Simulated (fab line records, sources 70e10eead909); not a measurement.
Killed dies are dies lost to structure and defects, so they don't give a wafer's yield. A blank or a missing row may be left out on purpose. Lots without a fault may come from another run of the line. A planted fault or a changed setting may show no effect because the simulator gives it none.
fab line records | flow nand_harc
record lots=12 wafers=36 last_day=25
route steps=1159 shown A_BLC@977 END@1159
lots that met no fault: from a run of the same line without faults
start_h: hours from the record's first day to the start of the lot's first wafer shown | wait_h: hours since the lot's step before | " the same as in the row above | L1.1+2: a row that stands for several wafers | - no value, or no start given | * or withheld: withheld | < > ~ a bound
route shown NAME@n: a module of which the file shows steps, and the number in the route of the first | usual: mean/standard deviation of fault-free wafers | same: alike in all rows | chamber/n: place in a boat | sites: the reading at each site | _std_site: their standard deviation | _edge_site: outer sites' mean less inner sites' | radius_mm: how far each site lies from the wafer's centre | mask NAME#n: copy n | behind: the tool/chamber that last shaped the wafer | hold: why the lot was held/for how many hours/how that ended | device: the transistor (n, p or np) that didn't switch | end of line: the same wafers' tests at the end of the route | a step without rows: its recipe alone | killed: dies lost to structure and defects at the first sort, not the wafer's yield | map: a wafer's dies, x killed, . not, _ none there
set.NAME: the setting as run; set.NAME@STEP: as run at that earlier step | model.NAME: the simulator's own value behind a step, which no gauge read
steps of the route over a sample of lots; a table a step, a row a wafer
services: from which hour (start_h, from the record's first day; less than 0 if before it) a tool's chamber was out of use, for how many hours, and why
## steps
# step NHARC_A_BLC_DESCUM_15
# recipe time_s=3 o2_flow_sccm=200 ar_flow_sccm=0 bias_power_w=0 chemistry=O2
# usual drypump_motor_current_A=5.7/0.63 oes_product_au=1.003/0.012 rf_vpp_V=57.7/0.97 showerhead_plenum_p_Torr=1.91/0.088 throttle_valve_pct=11.313/0.0092
# columns lot.wafer tool chamber start_h wait_h drypump_motor_current_A oes_product_au rf_hours_counter_h rf_vpp_V showerhead_plenum_p_Torr throttle_valve_pct
L266.1 rie_diel-08 0 405.89 0.1 5.6 0.997 10 56.5 1.77 11.324
L266.4 " 2 " " 5.7 1.005 10 58.4 1.81 11.316
L266.6 " 1 " " 6.0 1.028 - 58.9 2.02 11.294
L267.3 rie_diel-08 3 413.43 0.1 5.0 1.000 8 57.9 1.91 11.312
L267.1 " 1 " " 6.0 1.019 8 57.4 2.02 11.313
L267.5 " 3 " " 5.0 1.004 - 58.5 1.91 11.306
L269.3 rie_diel-08 2 421.26 0.1 5.7 1.008 11 56.0 1.81 11.305
L269.4 " 3 " " 5.0 0.995 9 57.8 1.91 11.308
L269.5 " 2 " " 5.7 1.001 - 56.1 1.81 11.310
L271.3 rie_diel-03 0 435.94 0.1 4.8 0.993 4 57.5 1.94 11.307
L271.2 " 1 " " 5.3 1.002 4 58.3 2.05 11.319
L271.5 " 3 " " 5.2 0.999 - 57.4 1.92 11.302
L277.2 rie_diel-03 0 457.63 0.1 4.8 1.009 7 56.7 1.94 11.332
L277.4 " 1 " " 5.3 1.006 7 59.8 2.05 11.321
L277.1 " 3 " " 5.3 1.013 7 56.8 1.92 11.316
L276.4 rie_diel-03 1 461.96 0.1 5.3 1.000 8 58.4 2.05 11.306
L276.3 " 2 " " 6.8 1.008 8 57.7 1.86 11.308
L276.5 " 1 " " 5.3 1.005 - 59.1 2.05 11.303
L281.3 rie_diel-11 0 500.64 0.1 6.1 0.996 50 59.5 1.91 11.311
L281.1 " 1 " " 5.2 1.011 47 57.9 1.77 11.312
L281.5 " 3 " " 5.9 0.981 - 55.8 1.86 11.321
L282.3 rie_diel-03 2 500.91 0.1 6.9 1.012 13 57.8 1.86 11.316
L282.5 " 1 " " 5.4 0.987 - 57.7 2.05 11.319
L282.6 " 2 " " 6.9 1.002 - 55.6 1.86 11.309
L285.1 rie_diel-11 3 523.79 0.1 5.9 1.002 61 56.8 1.86 11.309
L285.4 " 1 " " 5.2 1.019 53 57.3 1.77 11.330
L285.3 " 2 " " 6.5 0.993 58 58.0 1.91 11.317
L283.2 rie_diel-08 3 528.07 0.1 5.0 0.992 2 57.4 1.91 11.299
L283.4 " 0 " " 5.6 0.971 2 56.5 1.77 11.320
L283.3 " 2 " " 5.7 0.999 2 59.6 1.81 11.326
L284.4 rie_diel-03 0 528.83 0.1 4.8 0.993 15 58.8 1.94 11.320
L284.2 " 1 " " 5.3 0.994 15 58.7 2.05 11.306
L284.5 " 3 " " 5.3 1.019 - 58.8 1.92 11.327
L286.3 rie_diel-08 0 535.91 0.1 5.6 0.980 3 56.2 1.77 11.315
L286.4 " 1 " " 6.0 1.017 3 58.3 2.02 11.318
L286.6 " 2 " " 5.7 0.998 - 55.7 1.81 11.314
# step NHARC_A_BLC_ETCH_16
# recipe target_depth_a=390 over_etch_frac=0.3 time_s=65 ion_energy_ev=80 cf4_flow_sccm=150 ar_flow_sccm=0 rf_w=300 bias_w=100 chemistry=CF4
# usual drypump_motor_current_A=5.6/0.62 oes_product_au=1.001/0.011 rf_vpp_V=151.1/1.3 showerhead_plenum_p_Torr=1.77/0.075 throttle_valve_pct=13.284/0.0088
# same over_etch_frac=0.3
# columns lot.wafer tool chamber start_h wait_h drypump_motor_current_A oes_product_au rf_hours_counter_h rf_vpp_V showerhead_plenum_p_Torr throttle_valve_pct
L266.1 rie_diel-08 2 405.98 0.1 5.7 0.995 10 149.9 1.68 13.286
L266.4 " 0 " " 5.6 0.991 10 149.7 1.65 13.268
L266.6 " 1 " " 6.0 1.009 - 153.7 1.86 13.283
L267.3 rie_diel-08 0 413.50 0.1 5.6 1.000 10 149.5 1.65 13.289
L267.1 " 1 " " 6.0 1.013 8 154.0 1.86 13.266
L267.5 " 0 " " 5.6 0.997 - 152.4 1.65 13.300
L269.4 rie_diel-08 2 421.34 0.1 5.7 1.004 11 150.9 1.68 13.276
L269.3 " 3 " " 5.0 0.998 9 150.8 1.77 13.283
L269.5 " 1 " " 6.0 1.007 - 150.8 1.86 13.272
L271.2 rie_diel-03 2 436.01 0.1 6.8 0.996 4 149.8 1.72 13.292
L271.3 " 0 " " 4.8 0.994 4 149.9 1.79 13.286
L271.5 " 3 " " 5.3 0.999 - 150.1 1.78 13.273
L277.2 rie_diel-03 0 457.92 0.3 4.8 1.006 7 151.2 1.79 13.272
L277.1 " 2 " " 6.8 1.018 7 150.5 1.72 13.290
L277.4 " 3 " " 5.3 1.001 7 151.9 1.78 13.288
L276.4 rie_diel-03 3 462.05 0.1 5.2 1.008 8 151.5 1.78 13.293
L276.3 " 1 " " 5.3 1.000 8 153.9 1.89 13.290
L276.5 " 3 " " 5.2 1.020 - 149.9 1.78 13.292
L281.3 rie_diel-11 3 500.72 0.1 5.9 0.991 54 151.0 1.72 13.270
L281.1 " 0 " " 6.1 0.983 50 150.6 1.76 13.284
L281.5 " 2 " " 6.5 0.989 - 150.8 1.77 13.290
L282.3 rie_diel-03 3 501.01 0.1 5.2 1.011 14 150.8 1.77 13.280
L282.5 " 0 " " 4.8 1.000 - 151.0 1.79 13.282
L282.6 " 1 " " 5.3 0.987 - 151.4 1.88 13.277
L285.1 rie_diel-11 1 523.88 0.1 5.2 1.005 53 149.1 1.65 13.282
L285.4 " 2 " " 6.5 0.996 58 151.9 1.77 13.285
L285.3 " 3 " " 5.9 0.991 61 150.1 1.72 13.291
L283.3 rie_diel-08 0 528.16 0.1 5.7 0.980 2 149.6 1.64 13.270
L283.2 " 2 " " 5.7 1.003 2 149.9 1.68 13.286
L283.4 " 3 " " 5.0 0.995 2 151.6 1.77 13.278
L284.2 rie_diel-03 2 528.91 0.1 6.8 1.012 16 150.2 1.72 13.268
L284.4 " 0 " " 4.8 0.996 15 150.7 1.79 13.279
L284.5 " 2 " " 6.9 1.014 - 150.5 1.72 13.275
L286.3 rie_diel-08 2 535.99 0.1 5.7 1.004 3 150.2 1.68 13.278
L286.4 " 3 " " 5.0 0.994 2 151.5 1.77 13.284
L286.6 " 1 " " 6.0 1.024 - 152.7 1.86 13.293
# step NHARC_A_BLC_DEGAS_30
# recipe temp_c=300 time_s=60
# usual heater_power_w=449/33 susceptor_temp_C=299.99/0.21
# columns lot.wafer tool chamber start_h wait_h heater_power_w susceptor_temp_C
L266.1 pvd_sputter-03 - 407.48 - 442 299.82
L266.4 " - " " 485 299.87
L266.6 " - " " 374 300.16
L267.3 pvd_sputter-03 - 415.00 - 431 -
L267.1 " - " " 480 -
L267.5 " - " " 475 -
L269.4 pvd_sputter-02 - 422.82 - 428 -
L269.3 " - " " 447 -
L269.5 " - " " 435 -
L271.3 pvd_sputter-02 - 437.50 - 477 300.21
L271.2 " - " " 448 300.16
L271.5 " - " " 472 299.97
L277.1 pvd_sputter-03 - 459.41 - 379 300.16
L277.2 " - " " 436 299.82
L277.4 " - " " 436 299.61
L276.4 pvd_sputter-03 - 463.56 - 431 299.78
L276.3 " - " " 375 299.88
L276.5 " - " " 486 300.10
L281.3 pvd_sputter-01 - 502.28 - 466 300.07
L281.1 " - " " 426 299.67
L281.5 " - " " 488 300.44
L282.3 pvd_sputter-03 - 502.48 - 457 300.18
L282.6 " - " " 457 299.99
L282.5 " - " " 501 299.80
L285.3 pvd_sputter-01 - 525.37 - 476 299.75
L285.1 " - " " 496 300.04
L285.4 " - " " 409 299.98
L283.4 pvd_sputter-02 - 529.65 - 451 299.48
L283.3 " - " " 432 299.89
L283.2 " - " " 488 300.10
L284.2 pvd_sputter-01 - 530.39 - 463 300.20
L284.4 " - " " 497 299.91
L284.5 " - " " 501 299.80
L286.3 pvd_sputter-02 - 537.46 - 447 299.79
L286.4 " - " " 483 300.09
L286.6 " - " " 451 300.25
# step NHARC_A_BLC_ALD_23
# recipe target_thk_a=30 pulse_time_s=1 ald_cycles=150 temp_c=450 material=TiN
# usual ald_cycles=150/0 heater_power_outer_w=717/67 heater_power_w=1112/100 precursor_pulse_height_rel=0.998/0.022 susceptor_temp_C=449.99/0.24
# columns lot.wafer tool chamber start_h wait_h ald_cycles heater_power_outer_w heater_power_w precursor_pulse_height_rel susceptor_temp_C
L266.1 ald_metal-03 2 407.71 - 150 835 1316 0.999 449.96
L266.4 " 1 " " 150 699 1085 1.010 449.72
L266.6 " 3 " " 150 703 1046 0.974 449.87
L267.3 ald_metal-02 0 415.25 - 150 634 1023 0.976 450.20
L267.1 " 1 " " 150 685 1015 1.007 450.19
L267.5 " 1 " " 150 723 1029 1.032 450.38
L269.3 ald_metal-03 3 423.06 - 150 706 1032 0.991 -
L269.4 " 0 " " 150 644 1037 0.976 -
L269.5 " 3 " " 150 714 1059 0.984 -
L271.2 ald_metal-04 0 437.75 - 150 807 1214 1.017 450.08
L271.3 " 2 " " 150 774 1239 1.034 450.17
L271.5 " 3 " " 150 713 1140 1.011 449.74
L277.1 ald_metal-02 2 459.67 - - - - - -
L277.4 " 3 " " - - - - -
L277.2 " 0 " " - - - - -
L276.3 ald_metal-03 1 463.84 - - - - - -
L276.4 " 2 " " - - - - -
L276.5 " 3 " " - - - - -
L281.1 ald_metal-04 2 502.57 - 150 802 1215 0.948 449.90
L281.3 " 3 " " 150 716 1171 1.037 449.74
L281.5 " 0 " " 150 810 1223 0.980 450.32
L282.3 ald_metal-02 2 502.74 - 150 659 1052 0.982 449.91
L282.6 " 2 " " 150 670 1062 0.977 450.15
L282.5 " 3 " " 150 657 1011 1.011 450.12
L285.4 ald_metal-03 1 525.62 - 150 641 959 1.014 449.90
L285.1 " 2 " " 150 855 1331 1.036 449.70
L285.3 " 3 " " 150 723 1076 1.030 450.40
L283.3 ald_metal-04 2 529.92 - 150 781 1210 0.987 450.30
L283.2 " 0 " " 150 828 1232 0.997 449.77
L283.4 " 1 " " 150 736 1173 1.024 449.95
L284.2 ald_metal-03 3 530.67 - 150 702 1062 1.033 449.86
L284.4 " 1 " " 150 628 948 1.019 450.00
L284.5 " 2 " " 150 860 1341 0.974 450.19
L286.3 ald_metal-04 2 537.73 - 150 786 1208 0.985 450.14
L286.4 " 1 " " 150 757 1172 1.009 449.79
L286.6 " 0 " " 150 823 1234 0.971 449.75
# step NHARC_END_SORT_01
# recipe temp_c=25
# usual killed_at_array=27/10 killed_at_other=0.6/0.83 killed_at_periphery=2.4/1.8 killed_dies=30/10 killed_open=3.3/1.7 killed_short=1.8/1.4
# same gross_dies=677
# columns lot.wafer tool chamber start_h wait_h killed_at_array killed_at_other killed_at_periphery killed_dies killed_open killed_short
L267.1 prober-02 0 462.34 2.5 27 0 5 32 3 1
L267.3 prober-02 0 463.93 3.1 28 1 1 30 3 5
L267.5 prober-02 0 465.51 3.7 15 0 0 15 2 1
L266.1 prober-01 0 462.39 2.5 31 1 1 33 6 0
L266.4 prober-01 0 464.81 3.4 32 0 2 34 6 4
L266.6 prober-01 0 466.42 4.0 14 2 3 19 1 3
L269.3 prober-01 0 471.86 3.1 39 0 1 40 3 0
L269.4 prober-01 0 472.66 3.4 34 0 2 36 3 2
L269.5 prober-01 0 473.46 3.7 32 1 0 33 2 2
L271.2 prober-02 0 486.49 2.8 12 1 4 17 3 4
L271.3 prober-02 0 487.29 3.1 19 1 1 21 2 5
L271.5 prober-02 0 488.89 3.7 9 0 1 10 4 1
L277.1 prober-01 0 501.91 6.5 674 2 1 677 5 3
L277.2 prober-01 0 502.70 6.8 673 1 3 677 5 1
L277.4 prober-01 0 504.29 7.3 676 0 1 677 9 0
L276.3 prober-02 0 510.72 3.1 675 0 2 677 3 2
L276.4 prober-02 0 511.52 3.4 675 0 2 677 5 4
L276.5 prober-02 0 512.33 3.7 675 0 2 677 1 0
L281.1 prober-02 0 543.94 2.5 33 0 1 34 4 1
L281.3 prober-02 0 545.55 3.1 43 0 1 44 4 4
L281.5 prober-02 0 547.15 3.7 33 0 2 35 4 2
L282.3 prober-01 0 553.29 3.1 54 0 4 58 4 3
L282.5 prober-01 0 554.88 3.7 40 1 2 43 4 1
L282.6 prober-01 0 555.68 4.0 48 0 3 51 4 2
L285.1 prober-02 0 570.79 2.5 46 1 7 54 7 2
L285.3 prober-02 0 572.36 3.1 46 0 6 52 1 5
L285.4 prober-02 0 573.15 3.4 32 0 7 39 2 0
L283.2 prober-01 0 571.61 2.8 17 4 2 23 8 2
L283.3 prober-01 0 572.40 3.1 20 2 3 25 4 1
L283.4 prober-01 0 573.19 3.4 19 0 3 22 6 1
L284.2 prober-02 0 579.34 2.8 22 1 7 30 6 1
L284.4 prober-02 0 580.94 3.4 16 1 12 29 3 1
L284.5 prober-02 0 581.73 3.7 25 2 3 30 3 2
L286.3 prober-02 0 587.94 3.1 34 1 1 36 5 0
L286.4 prober-02 0 588.73 3.4 27 1 1 29 3 2
L286.6 prober-02 0 590.32 4.0 30 2 4 36 2 1
# killed by level:class
L267.1 A_SLIT:chamber_film_flake=12 A_CONTACT:chamber_film_flake=5 A_STAIRCASE:chamber_film_flake=4 P_M1:chamber_film_flake=3 A_CHANNEL_HOLE_D1:chamber_film_flake=2 P_GATE:geometric_particle:open=1 A_ONON_D1:geometric_particle:open=1 A_SGD_CUT:geometric_particle:open=1
L266.1 A_SLIT:chamber_film_flake=14 A_CONTACT:chamber_film_flake=7 A_CONTACT:geometric_particle:open=3 A_ONON_D1:geometric_particle:open=1 A_WL_FILL:geometric_particle:open=1 A_M1:geometric_particle:open=1 P_M1:chamber_film_flake=1 A_CHANNEL_HOLE_D1:chamber_film_flake=1
L267.3 A_SLIT:chamber_film_flake=9 A_STAIRCASE:chamber_film_flake=4 A_WL_FILL:geometric_particle:short=3 A_CHANNEL_HOLE_D1:chamber_film_flake=2 A_CONTACT:chamber_film_flake=2 A_BONDPAD:chamber_film_flake=2 A_SGD_CUT:geometric_particle:open=1 A_CONTACT:geometric_particle:short=1
L266.4 A_SLIT:chamber_film_flake=7 A_CONTACT:chamber_film_flake=6 A_CHANNEL_HOLE_D1:chamber_film_flake=4 A_SGD_CUT:chamber_film_flake=4 A_SGD_CUT:geometric_particle:short=2 A_CONTACT:geometric_particle:open=2 A_WL_FILL:chamber_film_flake=2 P_M0:geometric_particle:open=1
L267.5 A_SLIT:chamber_film_flake=9 A_CHANNEL_FILL_D1:geometric_particle:open=1 A_WL_FILL:geometric_particle:short=1 A_WL_FILL:geometric_particle:open=1 A_CHANNEL_HOLE_D1:chamber_film_flake=1 A_STAIRCASE:chamber_film_flake=1 A_CONTACT:chamber_film_flake=1
L266.6 A_SLIT:chamber_film_flake=6 A_CHANNEL_HOLE_D1:chamber_film_flake=3 P_BONDPAD:chamber_film_flake=2 A_CONTACT:chamber_film_flake=2 THIN_TSV:chamber_film_flake=2 P_CONTACT:geometric_particle:short=1 A_SGD_CUT:geometric_particle:open=1 A_WL_FILL:geometric_particle:short=1
L269.3 A_CHANNEL_HOLE_D1:chamber_film_flake=17 A_SLIT:chamber_film_flake=13 A_STAIRCASE:chamber_film_flake=3 A_CONTACT:chamber_film_flake=3 P_GATE:geometric_particle:open=1 A_CHANNEL_FILL_D1:geometric_particle:open=1 A_SGD_CUT:geometric_particle:open=1 A_CHANNEL_FILL_D1:chamber_film_flake=1
L269.4 A_CHANNEL_HOLE_D1:chamber_film_flake=12 A_SLIT:chamber_film_flake=11 A_CONTACT:chamber_film_flake=3 A_STAIRCASE:chamber_film_flake=2 P_CONTACT:geometric_particle:open=1 A_ONON_D1:geometric_particle:open=1 A_CHANNEL_FILL_D1:geometric_particle:short=1 A_M0:geometric_particle:open=1
L269.5 A_CHANNEL_HOLE_D1:chamber_film_flake=14 A_SLIT:chamber_film_flake=9 A_ZERO_WELL:chamber_film_flake=2 A_CONTACT:chamber_film_flake=2 A_SOURCE_PLATE:geometric_particle:open=1 A_ONON_D1:geometric_particle:short=1 A_ONON_D1:geometric_particle:open=1 A_SGD_CUT:geometric_particle:short=1
L271.2 A_M0:geometric_particle:short=2 P_ZERO_WELL:chamber_film_flake=2 A_CHANNEL_HOLE_D1:chamber_film_flake=2 A_CONTACT:chamber_film_flake=2 P_CONTACT:geometric_particle:open=1 P_M1:geometric_particle:open=1 A_CHANNEL_HOLE_D1:geometric_particle:short=1 A_CHANNEL_FILL_D1:geometric_particle:open=1
L271.3 A_CONTACT:chamber_film_flake=4 A_CHANNEL_HOLE_D1:chamber_film_flake=3 A_CHANNEL_FILL_D1:chamber_film_flake=3 A_STAIRCASE:chamber_film_flake=3 A_ONON_D1:geometric_particle:short=2 P_M1:geometric_particle:short=1 A_CHANNEL_HOLE_D1:geometric_particle:open=1 A_WL_FILL:geometric_particle:short=1
L271.5 A_CHANNEL_HOLE_D1:chamber_film_flake=3 A_CONTACT:geometric_particle:open=2 P_M0:geometric_particle:open=1 A_ONON_D1:geometric_particle:short=1 A_ONON_D1:geometric_particle:open=1 A_STAIRCASE:chamber_film_flake=1 A_CONTACT:chamber_film_flake=1
L277.1 A_BLC:area_ald=656 A_CONTACT:chamber_film_flake=7 A_CHANNEL_HOLE_D1:chamber_film_flake=3 A_CONTACT:geometric_particle:short=2 THIN_TSV:chamber_film_flake=2 P_M1:geometric_particle:open=1 A_ONON_D1:geometric_particle:short=1 A_ONON_D1:geometric_particle:open=1
L277.2 A_BLC:area_ald=660 A_CHANNEL_HOLE_D1:chamber_film_flake=4 A_CONTACT:chamber_film_flake=3 P_M0:geometric_particle:open=1 A_CHANNEL_HOLE_D1:geometric_particle:open=1 A_SGD_CUT:geometric_particle:open=1 A_WL_FILL:geometric_particle:short=1 A_WL_FILL:geometric_particle:open=1
L277.4 A_BLC:area_ald=647 A_CHANNEL_HOLE_D1:chamber_film_flake=10 A_STAIRCASE:chamber_film_flake=6 A_CONTACT:chamber_film_flake=5 A_CONTACT:geometric_particle:open=2 P_M0:geometric_particle:open=1 A_ONON_D1:geometric_particle:open=1 A_CHANNEL_FILL_D1:geometric_particle:open=1
L276.3 A_BLC:area_ald=643 A_CHANNEL_HOLE_D1:chamber_film_flake=18 A_CONTACT:chamber_film_flake=5 A_STAIRCASE:chamber_film_flake=3 A_ONON_D1:geometric_particle:short=1 A_WL_FILL:geometric_particle:short=1 A_CONTACT:geometric_particle:open=1 A_BLC:geometric_particle:open=1
L276.4 A_BLC:area_ald=647 A_CHANNEL_HOLE_D1:chamber_film_flake=19 A_CHANNEL_FILL_D1:geometric_particle:short=2 A_WL_FILL:geometric_particle:short=2 P_CONTACT:geometric_particle:open=1 P_M0:geometric_particle:open=1 A_ONON_D1:geometric_particle:open=1 A_CHANNEL_FILL_D1:geometric_particle:open=1
L276.5 A_BLC:area_ald=651 A_CHANNEL_HOLE_D1:chamber_film_flake=16 A_CONTACT:chamber_film_flake=8 P_M1:geometric_particle:open=1 P_ZERO_WELL:chamber_film_flake=1
L281.1 A_CHANNEL_HOLE_D1:chamber_film_flake=19 A_CONTACT:chamber_film_flake=6 A_CONTACT:geometric_particle:open=3 A_STAIRCASE:chamber_film_flake=2 P_CONTACT:geometric_particle:open=1 A_STAIRCASE:geometric_particle:short=1 A_BLC:chamber_film_flake=1 A_M0:chamber_film_flake=1
L281.3 A_CHANNEL_HOLE_D1:chamber_film_flake=21 A_CONTACT:chamber_film_flake=7 A_STAIRCASE:chamber_film_flake=6 A_WL_FILL:geometric_particle:short=2 P_M0:geometric_particle:short=1 A_CHANNEL_FILL_D1:geometric_particle:short=1 A_WL_FILL:geometric_particle:open=1 A_CONTACT:geometric_particle:open=1
L281.5 A_CHANNEL_HOLE_D1:chamber_film_flake=17 A_CONTACT:chamber_film_flake=10 A_WL_FILL:geometric_particle:open=2 A_STAIRCASE:chamber_film_flake=2 P_GATE:geometric_particle:short=1 P_GATE:geometric_particle:open=1 A_WL_FILL:geometric_particle:short=1 A_BLC:geometric_particle:open=1
L282.3 A_CHANNEL_HOLE_D1:chamber_film_flake=28 A_SLIT:chamber_film_flake=17 P_GATE:chamber_film_flake=3 A_STAIRCASE:chamber_film_flake=3 P_M1:geometric_particle:short=1 A_SOURCE_PLATE:geometric_particle:short=1 A_CHANNEL_FILL_D1:geometric_particle:open=1 A_CHANNEL_FILL_D1:geometric_particle:short=1
L282.5 A_CHANNEL_HOLE_D1:chamber_film_flake=18 A_SLIT:chamber_film_flake=16 P_GATE:geometric_particle:open=1 A_CHANNEL_HOLE_D1:geometric_particle:short=1 A_CHANNEL_HOLE_D1:geometric_particle:open=1 A_CONTACT:geometric_particle:open=1 STARTING-WAFER:geometric_particle:open=1 P_GATE:chamber_film_flake=1
L282.6 A_CHANNEL_HOLE_D1:chamber_film_flake=23 A_SLIT:chamber_film_flake=13 A_STAIRCASE:chamber_film_flake=6 P_GATE:chamber_film_flake=2 P_GATE:geometric_particle:open=1 A_CHANNEL_FILL_D1:geometric_particle:short=1 A_CHANNEL_FILL_D1:geometric_particle:open=1 A_SLIT:geometric_particle:open=1
L285.1 A_SLIT:chamber_film_flake=17 A_CONTACT:chamber_film_flake=8 A_CHANNEL_HOLE_D1:chamber_film_flake=5 A_SGD_CUT:chamber_film_flake=5 P_M2:chamber_film_flake=3 A_STAIRCASE:chamber_film_flake=3 A_ONON_D1:geometric_particle:open=2 A_M0:geometric_particle:open=2
L283.2 A_CHANNEL_HOLE_D1:chamber_film_flake=4 THIN_TSV:chamber_film_flake=4 A_CONTACT:geometric_particle:open=2 A_STAIRCASE:chamber_film_flake=2 P_GATE:geometric_particle:open=1 A_SOURCE_PLATE:geometric_particle:open=1 A_CHANNEL_HOLE_D1:geometric_particle:open=1 A_CHANNEL_FILL_D1:geometric_particle:open=1
L285.3 A_SLIT:chamber_film_flake=20 A_CHANNEL_HOLE_D1:chamber_film_flake=5 A_SGD_CUT:chamber_film_flake=5 A_CONTACT:chamber_film_flake=5 P_M2:chamber_film_flake=3 A_CHANNEL_FILL_D1:geometric_particle:short=2 P_ZERO_WELL:chamber_film_flake=2 A_STAIRCASE:chamber_film_flake=2
L283.3 A_CHANNEL_HOLE_D1:chamber_film_flake=9 A_CONTACT:chamber_film_flake=6 P_GATE:chamber_film_flake=2 P_CONTACT:geometric_particle:open=1 A_CHANNEL_FILL_D1:geometric_particle:short=1 A_CONTACT:geometric_particle:open=1 A_M0:geometric_particle:open=1 STARTING-WAFER:geometric_particle:open=1
L285.4 A_SLIT:chamber_film_flake=14 A_CHANNEL_HOLE_D1:chamber_film_flake=7 A_CONTACT:chamber_film_flake=7 P_M2:chamber_film_flake=3 P_GATE:chamber_film_flake=2 A_SGD_CUT:chamber_film_flake=2 P_BONDPAD:geometric_particle:open=1 A_CONTACT:geometric_particle:open=1
L283.4 A_CHANNEL_HOLE_D1:chamber_film_flake=9 A_STAIRCASE:chamber_film_flake=3 A_CONTACT:geometric_particle:open=2 A_CONTACT:chamber_film_flake=2 P_GATE:geometric_particle:open=1 P_CONTACT:geometric_particle:open=1 A_ONON_D1:geometric_particle:open=1 A_WL_FILL:geometric_particle:short=1
L284.2 A_CHANNEL_HOLE_D1:chamber_film_flake=7 P_M2:chamber_film_flake=5 A_SGD_CUT:chamber_film_flake=4 A_CONTACT:chamber_film_flake=3 A_CONTACT:geometric_particle:open=2 A_SOURCE_PLATE:geometric_particle:open=1 A_CHANNEL_FILL_D1:geometric_particle:open=1 A_CHANNEL_FILL_D1:geometric_particle:short=1
L284.4 A_CHANNEL_HOLE_D1:chamber_film_flake=8 P_M2:chamber_film_flake=7 P_GATE:chamber_film_flake=3 A_CONTACT:chamber_film_flake=3 P_GATE:geometric_particle:open=1 A_WL_FILL:geometric_particle:short=1 A_CONTACT:geometric_particle:open=1 A_M0:geometric_particle:open=1
L284.5 A_CHANNEL_HOLE_D1:chamber_film_flake=10 A_CONTACT:chamber_film_flake=5 A_SGD_CUT:chamber_film_flake=4 P_M2:chamber_film_flake=3 A_M0:geometric_particle:open=2 THIN_TSV:chamber_film_flake=2 A_CHANNEL_FILL_D1:geometric_particle:short=1 A_CONTACT:geometric_particle:open=1
L286.3 A_SLIT:chamber_film_flake=23 A_CONTACT:geometric_particle:open=4 A_CONTACT:chamber_film_flake=3 A_ZERO_WELL:chamber_film_flake=2 A_CHANNEL_FILL_D1:geometric_particle:open=1 P_GATE:chamber_film_flake=1 A_CHANNEL_HOLE_D1:chamber_film_flake=1 THIN_TSV:chamber_film_flake=1
L286.4 A_SLIT:chamber_film_flake=18 A_CHANNEL_FILL_D1:geometric_particle:short=2 A_CONTACT:chamber_film_flake=2 A_CHANNEL_FILL_D1:geometric_particle:open=1 A_CONTACT:geometric_particle:open=1 A_M0:geometric_particle:open=1 P_STI:chamber_film_flake=1 A_ZERO_WELL:chamber_film_flake=1
L286.6 A_SLIT:chamber_film_flake=23 P_STI:chamber_film_flake=3 A_ZERO_WELL:chamber_film_flake=2 A_CONTACT:chamber_film_flake=2 THIN_TSV:chamber_film_flake=2 P_GATE:geometric_particle:short=1 A_ONON_D1:geometric_particle:open=1 A_CONTACT:geometric_particle:open=1
## services
# columns tool chamber start_h hours kind
rie_diel-08 0 384.36 - clean
rie_diel-08 1 384.36 - clean
rie_diel-08 2 384.36 - clean
rie_diel-08 3 384.36 - clean
pvd_sputter-02 - 392.00 10.0 pm
rie_diel-03 - 392.31 9.0 pm
rie_diel-03 0 392.31 9.0 vent_cycle
rie_diel-03 1 392.31 9.0 vent_cycle
rie_diel-03 2 392.31 9.0 vent_cycle
rie_diel-03 3 392.31 9.0 vent_cycle
rie_diel-03 0 401.31 - clean
ald_metal-04 - 406.00 10.0 pm
ald_metal-02 - 411.28 1.6 repair
pvd_sputter-03 - 421.89 1.1 repair
rie_diel-08 - 424.65 61.7 repair
pvd_sputter-03 - 466.54 10.0 pm
ald_metal-03 - 477.45 0.6 repair
pvd_sputter-01 - 477.52 1.4 repair
rie_diel-08 - 486.38 9.0 pm
ald_metal-03 - 500.00 10.0 pm
ald_metal-02 - 511.20 0.3 repair
rie_diel-03 - 512.05 0.4 repair
pvd_sputter-01 - 514.00 10.0 pm
ald_metal-04 3 524.16 24.2 repair
## key
first_sign step=NHARC_A_BLC_ALD_23 reading=tool_record direction=missing
effect step=NHARC_END_SORT_01 reading=killed_at_array direction=up sigmas=63 usual=27 struck=675
more_kills_born_at NHARC_A_BLC_ALD_23@ald_metal-02=1963 NHARC_A_BLC_ALD_23@ald_metal-03=1941
met_at NHARC_A_BLC_ALD_23
struck_lots L276,L277
later_rows_left_out L276.3,L276.4,L276.5,L277.1,L277.2,L277.4
tester_left_out L276,L277
not_acting_at NHARC_A_BLC_DESCUM_15,NHARC_A_BLC_ETCH_16,NHARC_A_BLC_DEGAS_30
onset_between 423.06 459.67
fault kind=skipped_step_whole tool=ald_metal-02,ald_metal-03 chamber=- onset_h=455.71 steps=NHARC_A_BLC_ALD_23 scope=struck_lots_only
# tester_left_out: of these lots the tester's yield and bins aren't shown, on N5 and GAA mostly nor the transistor test; their killed dies are dies lost to structure and defects alone, not to doping, threshold or leakage, so they don't give the yield
# later_rows_left_out: the simulator's readings of these wafers behind a module that went badly wrong aren't trusted and aren't shown, but for the sort
